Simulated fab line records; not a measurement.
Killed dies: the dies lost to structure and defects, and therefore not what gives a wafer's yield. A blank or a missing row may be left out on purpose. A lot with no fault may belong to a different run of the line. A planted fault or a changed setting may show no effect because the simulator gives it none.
Matching of chambers :: flow nandHarc :: 3 sister chambers for NHARC_P_CONTACT_DEP_30 on pecvd-04
The step deposits SiNx, target thk 30 nm. 14 wafers are shown with their chamber, then 7 later ones without.

== EACH WAFER AND ITS CHAMBER ==
wafer: L076.2
chamber: 2
heaterPowerW (W): 708

wafer: L076.4
chamber: 0
heaterPowerW (W): 746

wafer: L076.5
chamber: 2
heaterPowerW (W): 693

wafer: L081.3
chamber: 2
heaterPowerW (W): 723

wafer: L081.4
chamber: 2
heaterPowerW (W): 696

wafer: L081.5
chamber: 1
heaterPowerW (W): 625

wafer: L083.3
chamber: 2
heaterPowerW (W): 730

wafer: L083.5
chamber: 2
heaterPowerW (W): 732

wafer: L083.6
chamber: 1
heaterPowerW (W): 522

wafer: L084.3
chamber: 1
heaterPowerW (W): 625

wafer: L084.4
chamber: 0
heaterPowerW (W): 742

wafer: L084.6
chamber: 2
heaterPowerW (W): 772

wafer: L086.1
chamber: 2
heaterPowerW (W): 805

wafer: L086.4
chamber: 1
heaterPowerW (W): 550

SIGNATURES (means of the wafers above)
reading: heaterPowerW
chamber 0: 744.00
chamber 1: 580.50
chamber 2: 732.38
scatter within a chamber: 41.3
Rule: distance of a wafer from a chamber = root of the sum over the readings of ((wafer's reading minus chamber's mean) / reading's scatter) squared. If the next closest chamber is less than 2 further off than the closest, the wafer can't be placed; otherwise it belongs to the closest. The scatter: take each reading less its chamber's mean, square it, sum over the shown wafers, divide by the number of wafers less the number of chambers, and take the root.

== WAFERS WHOSE CHAMBER IS MISSING ==
wafer: L086.5
heaterPowerW (W): 775

wafer: L094.3
heaterPowerW (W): 753

wafer: L094.4
heaterPowerW (W): 743

wafer: L094.5
heaterPowerW (W): 763

wafer: L097.1
heaterPowerW (W): 689

wafer: L097.4
heaterPowerW (W): 691

wafer: L097.5
heaterPowerW (W): 757

== EACH ONE'S CHAMBER ==
wafer: L086.5
from the rows above: can't be placed: 0 or 2
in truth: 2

wafer: L094.3
from the rows above: can't be placed: 0 or 2
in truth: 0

wafer: L094.4
from the rows above: can't be placed: 0 or 2
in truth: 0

wafer: L094.5
from the rows above: can't be placed: 0 or 2
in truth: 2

wafer: L097.1
from the rows above: can't be placed: 2 or 0 or 1
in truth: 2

wafer: L097.4
from the rows above: can't be placed: 2 or 0 or 1
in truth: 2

wafer: L097.5
from the rows above: can't be placed: 0 or 2
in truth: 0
Placed correctly: 0 of 7. Unplaceable from these rows: 7, with the true chamber sitting among the candidates in 7. Number placed wrongly: 0.
